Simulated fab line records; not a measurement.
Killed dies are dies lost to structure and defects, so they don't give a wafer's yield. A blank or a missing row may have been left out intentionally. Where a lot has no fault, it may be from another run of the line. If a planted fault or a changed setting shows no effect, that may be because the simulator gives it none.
Which of the tools did it? -- flow n5-finfet -- Sampling: 12 lots, 36 wafers, 2 of 1938 route steps

## WHAT EACH GAUGE READ, for each wafer
N5_BEOL_M0_SAQP_CD_MEAS_14: the cd target is 42.5 nm.
lot,measured,on,cd-nm (nm)
L075,day 5 21:25,cd-sem-02,41.9 42.4 42.5
L077,day 6 05:33,cd-sem-03,41.9 41.8 41.9
L079,day 6 16:59,cd-sem-01,42.8 42.6 42.1
L081,day 7 04:50,cd-sem-02,42.5 42.4 41.7
L082,day 7 21:15,cd-sem-01,42.3 42.2 42.3
L085,day 8 03:56,cd-sem-03,43.1 42.7 42.6
L087,day 8 21:10,cd-sem-01,42.1 42.5 42.5
L088,day 9 12:52,cd-sem-03,42.7 42.1 43.3
L091,day 9 22:41,cd-sem-01,43.1 42.6 42.5
L093,day 10 07:29,cd-sem-03,42.3 42.5 42.4
L095,day 10 22:20,cd-sem-01,42.5 42.3 42.6
L097,day 11 04:44,cd-sem-02,42.3 41.8 42.2

## TOOL THAT RAN EACH LOT (tool first, then ch and the chambers of the sampled wafers, then the start)
lot,N5_BEOL_M0_SAQP_HM_DEP_02
L075,"pvd-sputter-01, day 5 20:43"
L077,"pvd-sputter-01, day 6 04:38"
L079,"pvd-sputter-03, day 6 16:17"
L081,"pvd-sputter-02, day 7 04:01"
L082,"pvd-sputter-01, day 7 20:34"
L085,"pvd-sputter-02, day 8 03:07"
L087,"pvd-sputter-03, day 8 20:20"
L088,"pvd-sputter-01, day 9 12:10"
L091,"pvd-sputter-03, day 9 21:53"
L093,"pvd-sputter-02, day 10 06:43"
L095,"pvd-sputter-03, day 10 21:32"
L097,"pvd-sputter-02, day 11 03:55"
- N5_BEOL_M0_SAQP_HM_DEP_02: deposits TiN, target thk 12 nm.

## THE ANSWER, worked out from the rows above alone
Rule: what is usual is taken from the lots themselves. The widest of any qualifying gaps counts: lots, ordered by their means at a reading, are off when they make up no more than a third of the lots, leave a main group of 4 or more, and stand apart from it by 3 or more times the standard deviation of that group's means. If all means in a main group match to the digits the tables above print for the reading, that group is not used. Also off: a lot with no number at a reading for which 4 or more lots have one. Any other lot the step has rows for is counted as sound.
No lot is off at any reading shown: from this, nothing can be told.

## WHAT WAS PUT IN BY THE SIMULATOR
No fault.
